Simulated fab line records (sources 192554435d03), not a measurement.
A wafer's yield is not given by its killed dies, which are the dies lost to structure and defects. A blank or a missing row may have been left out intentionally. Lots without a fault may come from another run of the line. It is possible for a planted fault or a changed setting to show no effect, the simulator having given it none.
fab line records    flow n5Finfet
[record] lots = 10  wafers = 28  lastDay = 19
route steps=1938 shown BEOL_M0_SAQP@632 BEOL_M0@740 BEOL_M1@753 BEOL_M4@1111 PASSIVATION@1936
lots untouched by any fault: they come from a run of this same line in which no faults occurred
startH: the number of hours between the record's first day and the start of the first shown wafer of the lot    waitH: hours elapsed since this lot's preceding step    " the same as in the row above    L1.1+2: several wafers, shown together as one row    - no value present, or no start provided    * or withheld: withheld    < > ~ a bound
route shown NAME@n: names a module that has steps shown in the file, with the first one's number in the route    usual: the fault-free wafers' mean and standard deviation    same: alike in all rows    chamber/n: place in a boat    sites: the reading at each site    _std_site: their standard deviation    _edge_site: the outer-site mean with the inner-site mean subtracted    radiusMm: how far each site lies from the wafer's centre    mask NAME#n: copy n    behind: tool/chamber where the wafer was last shaped    hold: why the lot went on hold/how many hours it stayed there/how the hold came to an end    device: which transistor (n, p or np) failed to switch    end of line: the route-end tests of the same wafers    a step without rows: its recipe alone    killed: the dies lost at the first sort to structure and to defects; this is not the yield of the wafer    map: the dies of a wafer, with x for killed, . for not killed, _ for no die there
set.NAME: the setting that was run; set.NAME@STEP: the one run at that earlier step    model.NAME: the simulator's own value behind a step, which no gauge read
the route's steps for a sample of lots (tables are steps, rows are wafers)
services: from which hour (startH, from the record's first day; less than 0 if before it) a tool's chamber was out of use, for how many hours, and why
[[steps]]
[step N5_BEOL_M0_SAQP_PECVD_00]
[recipe] material = SiCN  targetThkA = 80  tempC = withheld  precursor = 3MS/NH3  pressureTorr = 3  rfW = 202  timeS = 14
[usual] showerheadPlenumPTorr = 3.656/0.014  throttleValvePct = 9.2/0.45
lot.wafer  tool      chamber  startH  waitH  showerheadPlenumPTorr  throttleValvePct
L534.3     pecvd-01  1        120.14  0.1    3.680                  10.4
L534.4     "         2        "       "      3.667                  8.5
L534.5     "         1        "       "      3.678                  10.1
L535.2     pecvd-01  2        123.16  0.2    3.671                  8.8
L535.3     "         0        "       "      3.656                  8.7
L535.5     "         2        "       "      3.670                  8.8
L536.3     pecvd-04  1        129.05  0.1    3.644                  9.4
L536.4     "         1        "       "      3.644                  9.4
L536.6     "         0        "       "      3.627                  9.0
L539.4     pecvd-01  0        158.76  0.1    3.648                  8.6
L539.5     "         2        "       "      3.655                  8.7
L539.6     "         1        "       "      3.674                  10.3
L542.4     pecvd-04  2        167.76  0.1    3.666                  9.4
L542.5     "         1        "       "      3.650                  9.2
L542.6     "         0        "       "      3.631                  9.0
L547.2     pecvd-04  0        198.06  0.2    3.627                  9.1
L547.4     "         0        "       "      3.637                  9.1
L547.5     "         1        "       "      3.640                  9.1
L548.1     pecvd-04  2        201.06  0.2    3.662                  9.4
L548.2     "         0        "       "      3.636                  8.8
L548.4     "         0        "       "      3.631                  9.0
L549.4     pecvd-04  2        204.84  0.1    3.669                  9.1
L549.6     "         1        "       "      3.642                  9.3
L551.1     pecvd-04  1        218.07  0.2    3.647                  9.3
L551.4     "         2        "       "      3.664                  8.9
L555.2     pecvd-01  0        241.69  0.2    3.660                  8.9
L555.4     "         1        "       "      3.675                  10.6
L555.6     "         2        "       "      3.672                  9.1
[step N5_BEOL_M0_SPUTTER_141]
[recipe] material = Cu  targetThkA = 40  tempC = -20  chamberPressurePa = 0.07  powerW = withheld  timeS = 7.37
[usual] throttleValvePct = 29.3/1.2
lot.wafer  tool           chamber  startH  waitH  throttleValvePct
L534.3     pvdSputter-02  -        135.45  0.0    30.4
L534.4     "              -        "       "      30.3
L534.5     "              -        "       "      30.2
L535.2     pvdSputter-03  -        140.76  0.0    29.0
L535.3     "              -        "       "      29.6
L535.5     "              -        "       "      30.0
L536.3     pvdSputter-02  -        142.40  0.0    30.3
L536.4     "              -        "       "      28.5
L536.6     "              -        "       "      26.7
L539.4     pvdSputter-02  -        169.39  0.0    28.5
L539.5     "              -        "       "      30.5
L539.6     "              -        "       "      28.6
L542.4     pvdSputter-03  -        184.23  0.0    29.1
L542.5     "              -        "       "      29.2
L542.6     "              -        "       "      30.1
L547.2     pvdSputter-03  -        210.15  0.0    29.9
L547.4     "              -        "       "      29.1
L547.5     "              -        "       "      30.4
L548.1     pvdSputter-02  -        212.65  0.0    30.3
L548.2     "              -        "       "      28.4
L548.4     "              -        "       "      30.5
L549.4     pvdSputter-02  -        217.12  0.0    28.4
L549.6     "              -        "       "      30.6
L551.1     pvdSputter-01  -        235.64  0.0    30.5
L551.4     "              -        "       "      28.6
L555.2     pvdSputter-01  -        251.17  0.0    28.6
L555.4     "              -        "       "      28.9
L555.6     "              -        "       "      30.1
[step N5_BEOL_M0_RS_MEAS_126]
[recipe] thkMeasGauge = four-point-probe  reads = Co_of_BEOL_M0_CO_CAP_123+Cu_of_BEOL_M0_ECD_118+Co_of_BEOL_M0_CVD_115+TaN_of_BEOL_M0_ALD_136
[usual] M0_RS = 0.530/0.02
lot.wafer  tool          chamber  startH  waitH  M0_RS[ohm/sq]
L534.3     filmMetro-01  -        136.56  0.1    0.536
L534.4     "             -        "       "      0.552
L534.5     "             -        "       "      0.520
L535.2     filmMetro-01  -        141.92  0.1    0.547
L535.3     "             -        "       "      0.570
L535.5     "             -        "       "      0.534
L536.3     filmMetro-02  -        143.67  0.1    0.534
L536.4     "             -        "       "      0.503
L536.6     "             -        "       "      0.513
L539.4     filmMetro-02  -        170.44  0.0    0.557
L539.5     "             -        "       "      0.554
L539.6     "             -        "       "      0.492
L542.4     filmMetro-01  -        186.46  0.0    0.527
L542.5     "             -        "       "      0.525
L542.6     "             -        "       "      0.528
L547.2     filmMetro-02  -        211.40  0.1    0.568
L547.4     "             -        "       "      0.518
L547.5     "             -        "       "      0.510
L548.1     filmMetro-02  -        213.72  0.0    0.472
L548.2     "             -        "       "      0.540
L548.4     "             -        "       "      0.458
L549.4     filmMetro-02  -        218.17  0.0    0.459
L549.6     "             -        "       "      0.552
L551.1     filmMetro-01  -        236.73  0.0    0.480
L551.4     "             -        "       "      0.466
L555.2     filmMetro-02  -        252.24  0.1    0.549
L555.4     "             -        "       "      0.544
L555.6     "             -        "       "      0.515
[step N5_BEOL_M0_INSPECT_127]
[recipe] inspectInstrument = darkfield  mode = postDep
[usual] rawDefectCount = 68/22
lot.wafer  tool              chamber  startH  waitH  rawDefectCount
L534.3     defectInspect-01  -        136.58  0.0    63
L534.4     "                 -        "       "      42
L534.5     "                 -        "       "      34
L535.2     defectInspect-01  -        141.95  0.0    67
L535.3     "                 -        "       "      49
L535.5     "                 -        "       "      73
L536.3     defectInspect-01  -        143.70  0.0    67
L536.4     "                 -        "       "      82
L536.6     "                 -        "       "      77
L539.4     defectInspect-01  -        170.46  0.0    63
L539.5     "                 -        "       "      109
L539.6     "                 -        "       "      46
L542.4     defectInspect-02  -        186.49  0.0    63
L542.5     "                 -        "       "      100
L542.6     "                 -        "       "      102
L547.2     defectInspect-01  -        211.42  0.0    89
L547.4     "                 -        "       "      132
L547.5     "                 -        "       "      123
L548.1     defectInspect-02  -        213.75  0.0    81
L548.2     "                 -        "       "      71
L548.4     "                 -        "       "      65
L549.4     defectInspect-01  -        218.20  0.0    56
L549.6     "                 -        "       "      55
L551.1     defectInspect-02  -        236.76  0.0    74
L551.4     "                 -        "       "      42
L555.2     defectInspect-01  -        252.27  0.0    56
L555.4     "                 -        "       "      100
L555.6     "                 -        "       "      81
[step N5_BEOL_M1_PECVD_72]
[recipe] material = SiO2  targetThkA = 160  tempC = 400  precursor = TEOS/O2  pressureTorr = 5.5  rfW = 450  teosFlowSccm = 53.8  gas = O2  flowSccm = 3000  timeS = 18
[usual] heaterPowerW = 737/89  showerheadPlenumPTorr = 8.76/0.059  throttleValvePct = 22.7/1.1
lot.wafer  tool      chamber  startH  waitH  heaterPowerW  showerheadPlenumPTorr  throttleValvePct
L534.3     pecvd-03  1        136.72  0.0    821           8.82                   23.7
L534.4     "         2        "       "      756           8.82                   21.4
L534.5     "         1        "       "      841           8.79                   24.0
L535.2     pecvd-04  2        142.09  0.0    578           8.78                   22.4
L535.3     "         1        "       "      622           8.70                   23.1
L535.5     "         2        "       "      582           8.77                   22.8
L536.3     pecvd-03  1        143.85  0.0    758           8.78                   23.9
L536.4     "         0        "       "      678           8.73                   22.1
L536.6     "         1        "       "      727           8.82                   23.8
L539.4     pecvd-03  2        170.62  0.1    834           8.79                   21.7
L539.5     "         1        "       "      800           8.79                   24.1
L539.6     "         0        "       "      557           8.76                   22.2
L542.4     pecvd-03  2        186.64  0.1    721           8.81                   21.8
L542.5     "         0        "       "      602           8.78                   22.3
L542.6     "         1        "       "      728           8.81                   23.8
L547.2     pecvd-04  1        211.56  0.0    634           8.71                   23.0
L547.4     "         2        "       "      667           8.78                   22.7
L547.5     "         1        "       "      643           8.69                   23.1
L548.2     pecvd-03  2        213.91  0.0    727           8.81                   22.2
L549.6     pecvd-04  0        218.37  0.0    803           8.61                   22.6
L555.2     pecvd-01  2        252.41  0.0    885           8.79                   22.2
L555.4     "         2        "       "      880           8.78                   22.3
L555.6     "         0        "       "      711           8.75                   21.5
[step N5_BEOL_M4_RC_MEAS_101]
[usual] DIBL_N = 36.8/1.9  DIBL_P = 36.5/2.1  IOFF_N = 0.17/0.038  IOFF_P = 0.22/0.039  ION_N = 675/12  ION_P = 463/7.4  SS_N = 71.6/0.71  SS_P = 73.4/0.72  VT_N = 249/3.3  VT_P = -250/3.3
lot.wafer  tool       chamber  startH  waitH  DIBL_N[mV/V]  DIBL_P[mV/V]  IOFF_N[nA/um]  IOFF_P[nA/um]  ION_N[uA/um]  ION_P[uA/um]  SS_N[mV/dec]  SS_P[mV/dec]  VT_N[mV]  VT_P[mV]
L534.3     prober-02  0        195.06  0.3    37.8          37.4          0.19           0.25           672           461           71.9          73.3          248       -249
L534.4     "          0        "       "      36.4          36.3          0.17           0.23           678           465           71.3          73.2          248       -247
L534.5     "          0        "       "      37.7          38.7          0.19           0.27           684           472           71.3          73.7          242       -244
L535.2     prober-01  0        195.36  0.2    34.4          35.3          0.14           0.19           671           453           70.9          73.0          250       -252
L535.3     "          0        "       "      33.6          34.6          0.13           0.18           657           455           71.0          72.9          252       -251
L535.5     "          0        "       "      34.9          35.1          0.15           0.19           670           455           70.8          73.9          253       -251
L536.3     prober-01  0        197.22  0.3    34.9          33.1          0.12           0.15           653           449           71.0          72.1          254       -257
L536.4     "          0        "       "      35.7          34.4          0.13           0.16           665           455           71.1          72.6          255       -255
L536.6     "          0        "       "      32.1          30.7          0.10           0.13           645           447           70.5          72.0          255       -255
L539.4     prober-02  0        231.60  0.5    37.4          38.5          0.18           0.24           667           460           70.8          74.2          248       -250
L539.5     "          0        "       "      37.9          39.4          0.20           0.28           668           461           72.4          74.2          249       -246
L539.6     "          0        "       "      38.2          38.4          0.18           0.24           667           463           72.5          73.4          249       -247
L542.4     prober-01  0        242.92  0.6    35.7          34.8          0.14           0.19           659           456           70.9          72.4          254       -251
L542.5     "          0        "       "      35.9          34.8          0.14           0.19           673           462           70.7          73.1          251       -251
L542.6     "          0        "       "      39.1          37.4          0.20           0.22           669           454           72.3          73.4          249       -250
L548.2     prober-02  0        267.48  0.2    34.5          34.4          0.13           0.20           668           464           70.7          72.6          255       -246
L547.2     prober-01  0        291.80  0.2    36.7          37.7          0.18           0.24           675           467           72.2          73.5          247       -246
L547.4     "          0        "       "      36.0          37.0          0.17           0.23           665           461           72.5          73.2          248       -248
L547.5     "          0        "       "      33.4          34.2          0.13           0.19           660           458           71.2          72.3          250       -249
L549.6     prober-02  0        293.36  0.8    37.9          37.8          0.16           0.21           687           465           72.2          74.1          250       -251
L555.2     prober-01  0        333.07  0.2    36.3          35.6          0.14           0.21           661           463           71.8          72.3          252       -248
L555.4     "          0        "       "      36.0          34.3          0.12           0.19           661           462           70.5          72.2          254       -251
L555.6     "          0        "       "      35.1          33.1          0.12           0.18           654           457           70.5          72.3          254       -250
[step N5_PASSIVATION_PROBE_49]
[usual] defectLimitedYield = 91.3/1.4  killed_at_M0_to_M3 = 33/11  killed_at_M4_up = 15/6.2  killedAtContacts = 13/6.5  killedAtFrontEnd = 38/11  killedAtOther = 3.4/2.6  killedDies = 102/17  killedOnRim = 13/4.1  killedOpen = 67/12  killedShort = 34/7.9  sort_bin_5_function = 5.1/0.88  sort_bin_6_memory = 3.3/0.65  sortNPass = 1078/17  sortYieldPct = 91.3/1.4
[same] grossDies = 1180  killedAtBackSide = 0  sort_bin_4_leakage[%] = 0  sort_bin_8_speed[%] = 0
lot.wafer  tool       chamber  startH  waitH  defectLimitedYield[%]  killed_at_M0_to_M3  killed_at_M4_up  killedAtContacts  killedAtFrontEnd  killedAtOther  killedDies  killedOnRim  killedOpen  killedShort  sort_bin_5_function[%]  sort_bin_6_memory[%]  sortNPass  sortYieldPct[%]
L542.4     prober-02  -        351.51  0.2    93.1                   33                  10               3                 34                1              81          10           48          32           3.8                     2.7                   1099       93.1
L542.5     prober-02  -        351.56  0.2    92.9                   29                  18               3                 32                2              84          10           56          28           4.1                     3.0                   1096       92.9
L542.6     prober-02  -        351.61  0.3    91.0                   37                  16               8                 41                4              106         12           62          43           5.3                     3.4                   1074       91.0
L548.1     prober-01  -        369.30  0.0    0                      1119                17               3                 41                0              1180        152          45          34           97.1                    2.7                   0          0
L548.2     prober-01  -        369.35  0.1    91.2                   34                  10               9                 48                3              104         20           65          37           5.8                     2.7                   1076       91.2
L548.4     prober-01  -        369.45  0.2    0                      1087                16               11                63                3              1180        152          74          42           95.4                    4.0                   0          0
L549.4     prober-02  -        392.67  0.2    0                      1078                26               14                55                7              1180        152          73          47           95.3                    4.0                   0          0
L549.6     prober-02  -        392.77  0.3    91.8                   11                  25               12                48                1              97          11           61          34           4.8                     3.1                   1083       91.8
L547.2     prober-01  -        394.05  0.1    90.1                   20                  28               20                45                4              117         18           86          30           6.0                     3.6                   1063       90.1
L547.4     prober-01  -        394.15  0.2    91.9                   29                  9                18                34                5              95          10           54          40           4.8                     2.7                   1085       91.9
L547.5     prober-01  -        394.20  0.2    91.4                   20                  11               20                48                2              101         7            67          33           5.1                     3.5                   1079       91.4
L551.1     prober-02  -        435.84  0.0    0                      1106                12               16                42                4              1180        152          72          28           96.2                    3.6                   0          0
L551.4     prober-02  -        435.99  0.2    0                      1116                5                17                41                1              1180        152          63          31           96.5                    3.2                   0          0
// killed by level:class
L542.4 BEOL_M0_SAQP:geometricParticle:open=11 BEOL_M0_SAQP:geometricParticle:short=9 DUMMY_GATE:geometricParticle:open=6 GATE_CUT:geometricParticle:short=5 BEOL_M4:geometricParticle:open=5 FIN_SAQP:geometricParticle:open=4 BEOL_M3:geometricParticle:open=4 FIN_SAQP:geometricParticle:short=3
L542.5 BEOL_M0_SAQP:geometricParticle:open=14 FIN_SAQP:geometricParticle:open=11 FIN_SAQP:geometricParticle:short=8 BEOL_M4:geometricParticle:open=7 BEOL_M0_SAQP:geometricParticle:short=6 BEOL_M5:geometricParticle:open=6 BEOL_M1:geometricParticle:open=3 BEOL_M4:geometricParticle:short=3
L542.6 BEOL_M0_SAQP:geometricParticle:short=11 ILD0:geometricParticle:short=10 BEOL_M4:geometricParticle:open=10 BEOL_M0_SAQP:geometricParticle:open=9 FIN_SAQP:geometricParticle:open=7 MOL_CONTACT_COAG:geometricParticle:open=7 ILD0:geometricParticle:open=4 GATE_CUT:geometricParticle:short=4
L548.1 BEOL_M0:areaEtch=1098 FIN_SAQP:geometricParticle:short=6 BEOL_M3:geometricParticle:open=6 STI_FIN_REVEAL:geometricParticle:open=5 FIN_SAQP:geometricParticle:open=4 STI_FIN_REVEAL:geometricParticle:short=4 ILD0:geometricParticle:short=4 BEOL_M0_SAQP:geometricParticle:short=4
L548.2 STI_FIN_REVEAL:geometricParticle:open=14 BEOL_M0_SAQP:geometricParticle:open=11 BEOL_M0_SAQP:geometricParticle:short=9 MOL_CONTACT_COAG:geometricParticle:open=8 GATE_CUT:geometricParticle:short=6 GATE_CUT:geometricParticle:open=5 FIN_SAQP:geometricParticle:short=4 DUMMY_GATE:geometricParticle:open=4
L548.4 BEOL_M0:areaEtch=1064 FIN_SAQP:geometricParticle:open=11 FIN_SAQP:geometricParticle:short=10 GATE_CUT:geometricParticle:short=10 BEOL_M3:geometricParticle:open=9 MOL_CONTACT_COAG:geometricParticle:open=9 DUMMY_GATE:geometricParticle:open=8 BEOL_M4:geometricParticle:open=7
L549.4 BEOL_M0:areaEtch=1058 BEOL_M4:geometricParticle:open=16 FIN_SAQP:geometricParticle:short=12 MOL_CONTACT_COAG:geometricParticle:open=11 GATE_CUT:geometricParticle:short=10 FIN_SAQP:geometricParticle:open=8 STI_FIN_REVEAL:geometricParticle:open=7 BEOL_M0_SAQP:geometricParticle:short=5
L549.6 BEOL_M4:geometricParticle:open=15 MOL_CONTACT_COAG:geometricParticle:open=12 STI_FIN_REVEAL:geometricParticle:open=9 FIN_SAQP:geometricParticle:short=8 BEOL_M0_SAQP:geometricParticle:short=7 GATE_CUT:geometricParticle:short=5 STARTING-WAFER:geometricParticle:short=5 FIN_SAQP:geometricParticle:open=4
L547.2 MOL_CONTACT_COAG:geometricParticle:open=20 STI_FIN_REVEAL:geometricParticle:open=18 FIN_SAQP:geometricParticle:short=13 BEOL_M2:geometricParticle:open=11 BEOL_M5:geometricParticle:open=7 BEOL_M4:geometricParticle:open=6 BEOL_M5:geometricParticle:short=5 FIN_SAQP:geometricParticle:open=3
L547.4 MOL_CONTACT_COAG:geometricParticle:open=13 BEOL_M0_SAQP:geometricParticle:short=8 FIN_SAQP:geometricParticle:short=7 FIN_SAQP:geometricParticle:open=6 DUMMY_GATE:geometricParticle:open=5 DUMMY_GATE:geometricParticle:short=5 MOL_CONTACT_COAG:geometricParticle:short=5 BEOL_M2:geometricParticle:open=5
L547.5 FIN_SAQP:geometricParticle:short=12 MOL_CONTACT_COAG:geometricParticle:open=11 STI_FIN_REVEAL:geometricParticle:open=10 FIN_SAQP:geometricParticle:open=9 MOL_CONTACT_COAG:geometricParticle:short=9 DUMMY_GATE:geometricParticle:open=7 BEOL_M2:geometricParticle:open=6 BEOL_M7:geometricParticle:open=5
L551.1 BEOL_M0:areaEtch=1080 FIN_SAQP:geometricParticle:open=13 MOL_CONTACT_COAG:geometricParticle:open=11 BEOL_M2:geometricParticle:open=10 BEOL_M4:geometricParticle:open=6 FIN_SAQP:geometricParticle:short=5 GATE_CUT:geometricParticle:short=5 GATE_CUT:geometricParticle:open=5
L551.4 BEOL_M0:areaEtch=1083 MOL_CONTACT_COAG:geometricParticle:open=14 FIN_SAQP:geometricParticle:open=9 BEOL_M2:geometricParticle:open=7 STI_FIN_REVEAL:geometricParticle:open=6 BEOL_M0_SAQP:geometricParticle:short=6 FIN_SAQP:geometricParticle:short=5 BEOL_M0_SAQP:geometricParticle:open=5
[[services]]
tool           chamber  startH  hours  kind
pecvd-03       -        105.77  0.7    repair
pvdSputter-03  -        120.94  3.7    repair
pvdSputter-01  -        121.58  6.0    repair
pecvd-03       -        130.46  0.9    repair
pvdSputter-01  -        130.92  7.7    repair
pecvd-04       -        173.70  14.6   pm
pecvd-01       0        201.42  29.6   repair
pecvd-03       1        202.03  5.5    scheduledDown
[[key]]
[firstSign] step = N5_BEOL_M0_RS_MEAS_126  reading = M0_RS  direction = down  sigmas = 3.2  usual = 0.530  struck = 0.467
[effect] step = N5_PASSIVATION_PROBE_49  reading = sort_bin_5_function  direction = up  sigmas = 99+  usual = 5.1  struck = 96.1
[moreKillsBornAt] N5_BEOL_M0_ETCH_109@rieDiel-01 = 4325  N5_BEOL_M0_ETCH_109@rieDiel-04 = 1058
metAt N5_BEOL_M0_SAQP_PECVD_00
struckLots L548,L549,L551
struckWafers L548.1,L548.4,L549.4,L551.1,L551.4
laterRowsLeftOut L548.1,L548.4,L549.4,L551.1,L551.4
notActingAt N5_BEOL_M0_SPUTTER_141,N5_BEOL_M0_INSPECT_127,N5_BEOL_M1_PECVD_72
onsetBetween 198.06 201.06
[fault] kind = processParameterDrift  tool = pecvd-04  chamber = -  onsetH = 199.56  steps = N5_BEOL_M0_SAQP_PECVD_00  channel = timeS  offset = *  shape = step  endH = 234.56  scope = struckWafersOnly  actsIn = *  stated = *
// laterRowsLeftOut: the simulator's readings of these wafers behind a module that went badly wrong aren't trusted and aren't shown, but for the sort
